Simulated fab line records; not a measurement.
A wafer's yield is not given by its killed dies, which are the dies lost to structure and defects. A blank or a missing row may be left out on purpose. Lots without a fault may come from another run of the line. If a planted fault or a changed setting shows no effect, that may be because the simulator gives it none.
Which tool did it? || flow n5-finfet || 24 lots with 72 wafers sampled at 4 steps, on a route of 1938 steps

== WHAT THE GAUGES SHOWED, per wafer ==
N5_BEOL_M5_THK_MEAS_53: measures by xrf.
{"lot": "L074", "measured": "day 8 04:20", "on": "film-metro-02", "M5_THK (nm)": "67.0 62.3 60.5"}
{"lot": "L076", "measured": "day 8 12:02", "on": "film-metro-01", "M5_THK (nm)": "61.1 60.8 59.6"}
{"lot": "L075", "measured": "day 8 14:59", "on": "film-metro-01", "M5_THK (nm)": "62.0 61.2 60.5"}
{"lot": "L077", "measured": "day 9 12:29", "on": "film-metro-02", "M5_THK (nm)": "62.1 59.8 62.8"}
{"lot": "L079", "measured": "day 9 17:41", "on": "film-metro-01", "M5_THK (nm)": "62.9 63.9 61.9"}
{"lot": "L078", "measured": "day 9 19:33", "on": "film-metro-01", "M5_THK (nm)": "64.4 61.8 65.3"}
{"lot": "L081", "measured": "day 9 22:05", "on": "film-metro-02", "M5_THK (nm)": "62.8 63.5 59.6"}
{"lot": "L080", "measured": "day 10 01:48", "on": "film-metro-02", "M5_THK (nm)": "60.2 60.0 61.9"}
{"lot": "L082", "measured": "day 10 01:48", "on": "film-metro-01", "M5_THK (nm)": "60.2 62.0 62.7"}
{"lot": "L083", "measured": "day 10 13:45", "on": "film-metro-01", "M5_THK (nm)": "61.6 62.8 59.9"}
{"lot": "L084", "measured": "day 10 17:33", "on": "film-metro-02", "M5_THK (nm)": "62.1 61.7 59.2"}
{"lot": "L085", "measured": "day 11 03:08", "on": "film-metro-01", "M5_THK (nm)": "64.5 63.3 60.7"}
{"lot": "L086", "measured": "day 11 12:46", "on": "film-metro-01", "M5_THK (nm)": "62.9 62.2 60.5"}
{"lot": "L088", "measured": "day 11 16:58", "on": "film-metro-01", "M5_THK (nm)": "62.3 59.0 63.1"}
{"lot": "L087", "measured": "day 11 21:04", "on": "film-metro-01", "M5_THK (nm)": "65.5 64.1 65.5"}
{"lot": "L089", "measured": "day 12 09:14", "on": "film-metro-02", "M5_THK (nm)": "62.2 60.4 62.8"}
{"lot": "L091", "measured": "day 12 14:16", "on": "film-metro-02", "M5_THK (nm)": "58.2 64.1 60.8"}
{"lot": "L090", "measured": "day 12 14:20", "on": "film-metro-01", "M5_THK (nm)": "64.4 62.1 62.7"}
{"lot": "L092", "measured": "day 12 16:18", "on": "film-metro-02", "M5_THK (nm)": "60.2 62.1 64.3"}
{"lot": "L093", "measured": "day 12 23:35", "on": "film-metro-02", "M5_THK (nm)": "62.4 62.8 63.6"}
{"lot": "L094", "measured": "day 13 07:35", "on": "film-metro-02", "M5_THK (nm)": "63.9 63.4 63.8"}
{"lot": "L095", "measured": "day 13 13:44", "on": "film-metro-02", "M5_THK (nm)": "60.1 61.9 62.8"}
{"lot": "L096", "measured": "day 14 08:55", "on": "film-metro-02", "M5_THK (nm)": "62.4 60.7 61.0"}
{"lot": "L097", "measured": "day 14 10:32", "on": "film-metro-01", "M5_THK (nm)": "60.2 61.0 63.1"}

== WHAT TOOL EACH LOT RAN ON (gives the tool, then ch and the chambers of the sampled wafers, and finally the start) ==
{"lot": "L074", "N5_BEOL_M5_ETCH_67": "rie-diel-01 ch 0,2,3, day 7 19:19", "N5_BEOL_M5_ANNEAL_82": "pvd-sputter-02, day 7 23:54", "N5_BEOL_M5_ANNEAL_84": "pvd-sputter-02, day 8 00:59"}
{"lot": "L076", "N5_BEOL_M5_ETCH_67": "rie-diel-02 ch 0,2,3, day 8 05:17", "N5_BEOL_M5_ANNEAL_82": "pvd-sputter-01, day 8 08:04", "N5_BEOL_M5_ANNEAL_84": "pvd-sputter-01, day 8 09:09"}
{"lot": "L075", "N5_BEOL_M5_ETCH_67": "rie-diel-02 ch 1,2,3, day 8 07:24", "N5_BEOL_M5_ANNEAL_82": "pvd-sputter-02, day 8 10:58", "N5_BEOL_M5_ANNEAL_84": "pvd-sputter-02, day 8 12:03"}
{"lot": "L077", "N5_BEOL_M5_ETCH_67": "rie-diel-04 ch 2,3, day 9 05:19", "N5_BEOL_M5_ANNEAL_82": "pvd-sputter-03, day 9 08:14", "N5_BEOL_M5_ANNEAL_84": "pvd-sputter-03, day 9 09:20"}
{"lot": "L079", "N5_BEOL_M5_ETCH_67": "rie-diel-02 ch 0,3, day 9 10:35", "N5_BEOL_M5_ANNEAL_82": "pvd-sputter-03, day 9 13:26", "N5_BEOL_M5_ANNEAL_84": "pvd-sputter-03, day 9 14:31"}
{"lot": "L078", "N5_BEOL_M5_ETCH_67": "rie-diel-01 ch 0,3, day 9 12:47", "N5_BEOL_M5_ANNEAL_82": "pvd-sputter-01, day 9 15:35", "N5_BEOL_M5_ANNEAL_84": "pvd-sputter-01, day 9 16:40"}
{"lot": "L081", "N5_BEOL_M5_ETCH_67": "rie-diel-04 ch 0,3, day 9 13:38", "N5_BEOL_M5_ANNEAL_82": "pvd-sputter-03, day 9 18:07", "N5_BEOL_M5_ANNEAL_84": "pvd-sputter-03, day 9 19:12"}
{"lot": "L080", "N5_BEOL_M5_ETCH_67": "rie-diel-02 ch 0,1, day 9 17:17", "N5_BEOL_M5_ANNEAL_82": "pvd-sputter-02, day 9 20:32", "N5_BEOL_M5_ANNEAL_84": "pvd-sputter-02, day 9 21:37"}
{"lot": "L082", "N5_BEOL_M5_ETCH_67": "rie-diel-01 ch 1,2, day 9 17:47", "N5_BEOL_M5_ANNEAL_82": "pvd-sputter-01, day 9 20:43", "N5_BEOL_M5_ANNEAL_84": "pvd-sputter-01, day 9 21:49"}
{"lot": "L083", "N5_BEOL_M5_ETCH_67": "rie-diel-02 ch 0,1,2, day 10 06:46", "N5_BEOL_M5_ANNEAL_82": "pvd-sputter-01, day 10 09:40", "N5_BEOL_M5_ANNEAL_84": "pvd-sputter-01, day 10 10:45"}
{"lot": "L084", "N5_BEOL_M5_ETCH_67": "rie-diel-01 ch 0,2,3, day 10 10:35", "N5_BEOL_M5_ANNEAL_82": "pvd-sputter-03, day 10 13:34", "N5_BEOL_M5_ANNEAL_84": "pvd-sputter-03, day 10 14:40"}
{"lot": "L085", "N5_BEOL_M5_ETCH_67": "rie-diel-04 ch 1,2,3, day 10 18:59", "N5_BEOL_M5_ANNEAL_82": "pvd-sputter-02, day 10 23:10", "N5_BEOL_M5_ANNEAL_84": "pvd-sputter-02, day 11 00:15"}
{"lot": "L086", "N5_BEOL_M5_ETCH_67": "rie-diel-02 ch 1,3, day 11 05:58", "N5_BEOL_M5_ANNEAL_82": "pvd-sputter-02, day 11 08:47", "N5_BEOL_M5_ANNEAL_84": "pvd-sputter-02, day 11 09:52"}
{"lot": "L088", "N5_BEOL_M5_ETCH_67": "rie-diel-02 ch 1,3, day 11 10:06", "N5_BEOL_M5_ANNEAL_82": "pvd-sputter-03, day 11 12:58", "N5_BEOL_M5_ANNEAL_84": "pvd-sputter-03, day 11 14:03"}
{"lot": "L087", "N5_BEOL_M5_ETCH_67": "rie-diel-02 ch 0,1,3, day 11 13:32", "N5_BEOL_M5_ANNEAL_82": "pvd-sputter-01, day 11 16:39", "N5_BEOL_M5_ANNEAL_84": "pvd-sputter-01, day 11 17:44"}
{"lot": "L089", "N5_BEOL_M5_ETCH_67": "rie-diel-02 ch 0,2,3, day 12 01:55", "N5_BEOL_M5_ANNEAL_82": "pvd-sputter-01, day 12 05:16", "N5_BEOL_M5_ANNEAL_84": "pvd-sputter-01, day 12 06:20"}
{"lot": "L091", "N5_BEOL_M5_ETCH_67": "rie-diel-04 ch 1,2,3, day 12 05:28", "N5_BEOL_M5_ANNEAL_82": "pvd-sputter-01, day 12 10:17", "N5_BEOL_M5_ANNEAL_84": "pvd-sputter-01, day 12 11:22"}
{"lot": "L090", "N5_BEOL_M5_ETCH_67": "rie-diel-01 ch 0,1,3, day 12 05:53", "N5_BEOL_M5_ANNEAL_82": "pvd-sputter-02, day 12 10:22", "N5_BEOL_M5_ANNEAL_84": "pvd-sputter-02, day 12 11:27"}
{"lot": "L092", "N5_BEOL_M5_ETCH_67": "rie-diel-04 ch 0,1,3, day 12 08:38", "N5_BEOL_M5_ANNEAL_82": "pvd-sputter-03, day 12 12:19", "N5_BEOL_M5_ANNEAL_84": "pvd-sputter-03, day 12 13:24"}
{"lot": "L093", "N5_BEOL_M5_ETCH_67": "rie-diel-04 ch 1,2, day 12 16:41", "N5_BEOL_M5_ANNEAL_82": "pvd-sputter-03, day 12 19:20", "N5_BEOL_M5_ANNEAL_84": "pvd-sputter-03, day 12 20:25"}
{"lot": "L094", "N5_BEOL_M5_ETCH_67": "rie-diel-01 ch 0,1,3, day 13 00:37", "N5_BEOL_M5_ANNEAL_82": "pvd-sputter-03, day 13 03:36", "N5_BEOL_M5_ANNEAL_84": "pvd-sputter-03, day 13 04:41"}
{"lot": "L095", "N5_BEOL_M5_ETCH_67": "rie-diel-01 ch 0,2, day 13 07:10", "N5_BEOL_M5_ANNEAL_82": "pvd-sputter-02, day 13 09:45", "N5_BEOL_M5_ANNEAL_84": "pvd-sputter-02, day 13 10:50"}
{"lot": "L096", "N5_BEOL_M5_ETCH_67": "rie-diel-04 ch 0,2, day 14 01:18", "N5_BEOL_M5_ANNEAL_82": "pvd-sputter-01, day 14 04:56", "N5_BEOL_M5_ANNEAL_84": "pvd-sputter-01, day 14 06:01"}
{"lot": "L097", "N5_BEOL_M5_ETCH_67": "rie-diel-02 ch 1,3, day 14 03:23", "N5_BEOL_M5_ANNEAL_82": "pvd-sputter-03, day 14 06:34", "N5_BEOL_M5_ANNEAL_84": "pvd-sputter-03, day 14 07:38"}
- N5_BEOL_M5_ETCH_67: etches SiARC in CF4, target depth 15.6 nm, time 26 s.
- N5_BEOL_M5_ANNEAL_82: time 1800 s.
- N5_BEOL_M5_ANNEAL_84: time 1800 s.

== AS READ BY THE TOOLS THEMSELVES (means over the sampled wafers that have a number; for cases with no such wafer, the mark the record gives instead) ==
N5_BEOL_M5_ETCH_67.
{"lot": "L074", "tool": "rie-diel-01", "chamber-pressure-mTorr (mTorr)": 39.98, "drypump-motor-current-A (A)": 5.5, "etch-rf-on-time-s (s)": 25.6, "oes-product-au (a.u.)": 0.65, "rf-vpp-V (V)": 185.6, "showerhead-plenum-p-Torr (Torr)": 2.20, "throttle-valve-pct (%)": 15.63}
{"lot": "L076", "tool": "rie-diel-02", "chamber-pressure-mTorr (mTorr)": 40.02, "drypump-motor-current-A (A)": 5.5, "etch-rf-on-time-s (s)": 26.2, "oes-product-au (a.u.)": 0.64, "rf-vpp-V (V)": 184.7, "showerhead-plenum-p-Torr (Torr)": 2.14, "throttle-valve-pct (%)": 15.55}
{"lot": "L075", "tool": "rie-diel-02", "chamber-pressure-mTorr (mTorr)": 39.99, "drypump-motor-current-A (A)": 5.2, "etch-rf-on-time-s (s)": 26.0, "oes-product-au (a.u.)": 0.66, "rf-vpp-V (V)": 184.8, "showerhead-plenum-p-Torr (Torr)": 2.16, "throttle-valve-pct (%)": 15.66}
{"lot": "L077", "tool": "rie-diel-04", "chamber-pressure-mTorr (mTorr)": 39.99, "drypump-motor-current-A (A)": 5.1, "etch-rf-on-time-s (s)": 25.2, "oes-product-au (a.u.)": 0.71, "rf-vpp-V (V)": 184.5, "showerhead-plenum-p-Torr (Torr)": 2.20, "throttle-valve-pct (%)": 15.65}
{"lot": "L079", "tool": "rie-diel-02", "chamber-pressure-mTorr (mTorr)": 39.98, "drypump-motor-current-A (A)": 6.0, "etch-rf-on-time-s (s)": 25.6, "oes-product-au (a.u.)": 0.81, "rf-vpp-V (V)": 184.9, "showerhead-plenum-p-Torr (Torr)": 2.15, "throttle-valve-pct (%)": 15.20}
{"lot": "L078", "tool": "rie-diel-01", "chamber-pressure-mTorr (mTorr)": 40.03, "drypump-motor-current-A (A)": 5.4, "etch-rf-on-time-s (s)": 25.3, "oes-product-au (a.u.)": 0.67, "rf-vpp-V (V)": 185.5, "showerhead-plenum-p-Torr (Torr)": 2.23, "throttle-valve-pct (%)": 15.57}
{"lot": "L081", "tool": "rie-diel-04", "chamber-pressure-mTorr (mTorr)": 39.98, "drypump-motor-current-A (A)": 5.6, "etch-rf-on-time-s (s)": 25.8, "oes-product-au (a.u.)": 0.73, "rf-vpp-V (V)": 183.9, "showerhead-plenum-p-Torr (Torr)": 2.08, "throttle-valve-pct (%)": 15.58}
{"lot": "L080", "tool": "rie-diel-02", "chamber-pressure-mTorr (mTorr)": 40.05, "drypump-motor-current-A (A)": 6.2, "etch-rf-on-time-s (s)": 25.5, "oes-product-au (a.u.)": 0.76, "rf-vpp-V (V)": 185.3, "showerhead-plenum-p-Torr (Torr)": 2.20, "throttle-valve-pct (%)": 15.28}
{"lot": "L082", "tool": "rie-diel-01", "chamber-pressure-mTorr (mTorr)": 39.98, "drypump-motor-current-A (A)": 5.8, "etch-rf-on-time-s (s)": 25.2, "oes-product-au (a.u.)": 0.76, "rf-vpp-V (V)": 183.5, "showerhead-plenum-p-Torr (Torr)": 2.11, "throttle-valve-pct (%)": 15.28}
{"lot": "L083", "tool": "rie-diel-02", "chamber-pressure-mTorr (mTorr)": 40.00, "drypump-motor-current-A (A)": 5.7, "etch-rf-on-time-s (s)": 26.3, "oes-product-au (a.u.)": 0.67, "rf-vpp-V (V)": 184.6, "showerhead-plenum-p-Torr (Torr)": 2.18, "throttle-valve-pct (%)": 15.47}
{"lot": "L084", "tool": "rie-diel-01", "chamber-pressure-mTorr (mTorr)": 39.99, "drypump-motor-current-A (A)": 5.5, "etch-rf-on-time-s (s)": 25.9, "oes-product-au (a.u.)": 0.63, "rf-vpp-V (V)": 184.9, "showerhead-plenum-p-Torr (Torr)": 2.19, "throttle-valve-pct (%)": 15.69}
{"lot": "L085", "tool": "rie-diel-04", "chamber-pressure-mTorr (mTorr)": 40.00, "drypump-motor-current-A (A)": 5.2, "etch-rf-on-time-s (s)": 25.6, "oes-product-au (a.u.)": 0.72, "rf-vpp-V (V)": 184.2, "showerhead-plenum-p-Torr (Torr)": 2.16, "throttle-valve-pct (%)": 15.56}
{"lot": "L086", "tool": "rie-diel-02", "chamber-pressure-mTorr (mTorr)": 40.00, "drypump-motor-current-A (A)": 5.4, "etch-rf-on-time-s (s)": 25.5, "oes-product-au (a.u.)": 0.66, "rf-vpp-V (V)": 184.4, "showerhead-plenum-p-Torr (Torr)": 2.19, "throttle-valve-pct (%)": 15.81}
{"lot": "L088", "tool": "rie-diel-02", "chamber-pressure-mTorr (mTorr)": 40.01, "drypump-motor-current-A (A)": 5.1, "etch-rf-on-time-s (s)": 25.5, "oes-product-au (a.u.)": 0.69, "rf-vpp-V (V)": 183.6, "showerhead-plenum-p-Torr (Torr)": 2.14, "throttle-valve-pct (%)": 15.75}
{"lot": "L087", "tool": "rie-diel-02", "chamber-pressure-mTorr (mTorr)": 40.02, "drypump-motor-current-A (A)": 5.7, "etch-rf-on-time-s (s)": 25.4, "oes-product-au (a.u.)": 0.72, "rf-vpp-V (V)": 184.3, "showerhead-plenum-p-Torr (Torr)": 2.17, "throttle-valve-pct (%)": 15.52}
{"lot": "L089", "tool": "rie-diel-02", "chamber-pressure-mTorr (mTorr)": 39.98, "drypump-motor-current-A (A)": 5.5, "etch-rf-on-time-s (s)": 26.0, "oes-product-au (a.u.)": 0.70, "rf-vpp-V (V)": 183.2, "showerhead-plenum-p-Torr (Torr)": 2.13, "throttle-valve-pct (%)": 15.42}
{"lot": "L091", "tool": "rie-diel-04", "chamber-pressure-mTorr (mTorr)": 39.96, "drypump-motor-current-A (A)": 5.2, "etch-rf-on-time-s (s)": 25.5, "oes-product-au (a.u.)": 0.71, "rf-vpp-V (V)": 184.1, "showerhead-plenum-p-Torr (Torr)": 2.16, "throttle-valve-pct (%)": 15.59}
{"lot": "L090", "tool": "rie-diel-01", "chamber-pressure-mTorr (mTorr)": 40.02, "drypump-motor-current-A (A)": 5.6, "etch-rf-on-time-s (s)": 25.0, "oes-product-au (a.u.)": 0.69, "rf-vpp-V (V)": 184.3, "showerhead-plenum-p-Torr (Torr)": 2.18, "throttle-valve-pct (%)": 15.45}
{"lot": "L092", "tool": "rie-diel-04", "chamber-pressure-mTorr (mTorr)": 39.99, "drypump-motor-current-A (A)": 5.5, "etch-rf-on-time-s (s)": 25.5, "oes-product-au (a.u.)": 0.72, "rf-vpp-V (V)": 184.0, "showerhead-plenum-p-Torr (Torr)": 2.10, "throttle-valve-pct (%)": 15.55}
{"lot": "L093", "tool": "rie-diel-04", "chamber-pressure-mTorr (mTorr)": 40.01, "drypump-motor-current-A (A)": 4.8, "etch-rf-on-time-s (s)": 25.1, "oes-product-au (a.u.)": 0.76, "rf-vpp-V (V)": 184.8, "showerhead-plenum-p-Torr (Torr)": 2.25, "throttle-valve-pct (%)": 15.40}
{"lot": "L094", "tool": "rie-diel-01", "chamber-pressure-mTorr (mTorr)": 40.02, "drypump-motor-current-A (A)": 5.7, "etch-rf-on-time-s (s)": 25.0, "oes-product-au (a.u.)": 0.69, "rf-vpp-V (V)": 185.1, "showerhead-plenum-p-Torr (Torr)": 2.18, "throttle-valve-pct (%)": 15.46}
{"lot": "L095", "tool": "rie-diel-01", "chamber-pressure-mTorr (mTorr)": 39.96, "drypump-motor-current-A (A)": 5.3, "etch-rf-on-time-s (s)": 25.4, "oes-product-au (a.u.)": 0.65, "rf-vpp-V (V)": 184.8, "showerhead-plenum-p-Torr (Torr)": 2.20, "throttle-valve-pct (%)": 15.66}
{"lot": "L096", "tool": "rie-diel-04", "chamber-pressure-mTorr (mTorr)": 40.00, "drypump-motor-current-A (A)": 4.9, "etch-rf-on-time-s (s)": 25.4, "oes-product-au (a.u.)": 0.73, "rf-vpp-V (V)": 185.2, "showerhead-plenum-p-Torr (Torr)": 2.21, "throttle-valve-pct (%)": 15.48}
{"lot": "L097", "tool": "rie-diel-02", "chamber-pressure-mTorr (mTorr)": 40.00, "drypump-motor-current-A (A)": 5.1, "etch-rf-on-time-s (s)": 25.5, "oes-product-au (a.u.)": 0.67, "rf-vpp-V (V)": 182.8, "showerhead-plenum-p-Torr (Torr)": 2.13, "throttle-valve-pct (%)": 15.80}

N5_BEOL_M5_ANNEAL_82.
{"lot": "L074", "tool": "pvd-sputter-02", "heater-power-w (W)": 1076}
{"lot": "L076", "tool": "pvd-sputter-01", "heater-power-w (W)": 867}
{"lot": "L075", "tool": "pvd-sputter-02", "heater-power-w (W)": 988}
{"lot": "L077", "tool": "pvd-sputter-03", "heater-power-w (W)": 943}
{"lot": "L079", "tool": "pvd-sputter-03", "heater-power-w (W)": 717}
{"lot": "L078", "tool": "pvd-sputter-01", "heater-power-w (W)": 934}
{"lot": "L081", "tool": "pvd-sputter-03", "heater-power-w (W)": 778}
{"lot": "L080", "tool": "pvd-sputter-02", "heater-power-w (W)": 902}
{"lot": "L082", "tool": "pvd-sputter-01", "heater-power-w (W)": 995}
{"lot": "L083", "tool": "pvd-sputter-01", "heater-power-w (W)": 984}
{"lot": "L084", "tool": "pvd-sputter-03", "heater-power-w (W)": 900}
{"lot": "L085", "tool": "pvd-sputter-02", "heater-power-w (W)": 944}
{"lot": "L086", "tool": "pvd-sputter-02", "heater-power-w (W)": 945}
{"lot": "L088", "tool": "pvd-sputter-03", "heater-power-w (W)": 716}
{"lot": "L087", "tool": "pvd-sputter-01", "heater-power-w (W)": 963}
{"lot": "L089", "tool": "pvd-sputter-01", "heater-power-w (W)": 1026}
{"lot": "L091", "tool": "pvd-sputter-01", "heater-power-w (W)": 981}
{"lot": "L090", "tool": "pvd-sputter-02", "heater-power-w (W)": 1009}
{"lot": "L092", "tool": "pvd-sputter-03", "heater-power-w (W)": 907}
{"lot": "L093", "tool": "pvd-sputter-03", "heater-power-w (W)": 754}
{"lot": "L094", "tool": "pvd-sputter-03", "heater-power-w (W)": 783}
{"lot": "L095", "tool": "pvd-sputter-02", "heater-power-w (W)": 1062}
{"lot": "L096", "tool": "pvd-sputter-01", "heater-power-w (W)": 973}
{"lot": "L097", "tool": "pvd-sputter-03", "heater-power-w (W)": 852}

N5_BEOL_M5_ANNEAL_84.
{"lot": "L074", "tool": "pvd-sputter-02", "heater-power-w (W)": 1067}
{"lot": "L076", "tool": "pvd-sputter-01", "heater-power-w (W)": 871}
{"lot": "L075", "tool": "pvd-sputter-02", "heater-power-w (W)": 993}
{"lot": "L077", "tool": "pvd-sputter-03", "heater-power-w (W)": 945}
{"lot": "L079", "tool": "pvd-sputter-03", "heater-power-w (W)": 721}
{"lot": "L078", "tool": "pvd-sputter-01", "heater-power-w (W)": 927}
{"lot": "L081", "tool": "pvd-sputter-03", "heater-power-w (W)": 787}
{"lot": "L080", "tool": "pvd-sputter-02", "heater-power-w (W)": 913}
{"lot": "L082", "tool": "pvd-sputter-01", "heater-power-w (W)": 976}
{"lot": "L083", "tool": "pvd-sputter-01", "heater-power-w (W)": 993}
{"lot": "L084", "tool": "pvd-sputter-03", "heater-power-w (W)": 900}
{"lot": "L085", "tool": "pvd-sputter-02", "heater-power-w (W)": 949}
{"lot": "L086", "tool": "pvd-sputter-02", "heater-power-w (W)": 951}
{"lot": "L088", "tool": "pvd-sputter-03", "heater-power-w (W)": 716}
{"lot": "L087", "tool": "pvd-sputter-01", "heater-power-w (W)": 972}
{"lot": "L089", "tool": "pvd-sputter-01", "heater-power-w (W)": 1033}
{"lot": "L091", "tool": "pvd-sputter-01", "heater-power-w (W)": 988}
{"lot": "L090", "tool": "pvd-sputter-02", "heater-power-w (W)": 982}
{"lot": "L092", "tool": "pvd-sputter-03", "heater-power-w (W)": 896}
{"lot": "L093", "tool": "pvd-sputter-03", "heater-power-w (W)": 747}
{"lot": "L094", "tool": "pvd-sputter-03", "heater-power-w (W)": 769}
{"lot": "L095", "tool": "pvd-sputter-02", "heater-power-w (W)": 1072}
{"lot": "L096", "tool": "pvd-sputter-01", "heater-power-w (W)": 969}
{"lot": "L097", "tool": "pvd-sputter-03", "heater-power-w (W)": 860}

== THE ANSWER, worked out from the rows above alone ==
Rule: the lots themselves supply what counts as usual. The widest of any qualifying gaps counts: lots, ordered by their means at a reading, are off when they make up no more than a third of the lots, leave a main group of 4 or more, and stand apart from it by 3 or more times the standard deviation of that group's means. The tables above print the reading to a certain number of digits; a main group whose means all agree to those digits is not used. Also off: a lot with no number at a reading for which 4 or more lots have one. All remaining lots with rows at the step are treated as sound. The gauges are gone through in route order, then the tools' own readings, and for those a lot's mean is taken as printed above. The first step at which some lot is off is used, and at that step the reading that is off furthest; a lot without a number counts as furthest.
Nothing can be told from this: no lot is off at any reading shown.

== WHAT THE SIMULATOR HAD PUT IN ==
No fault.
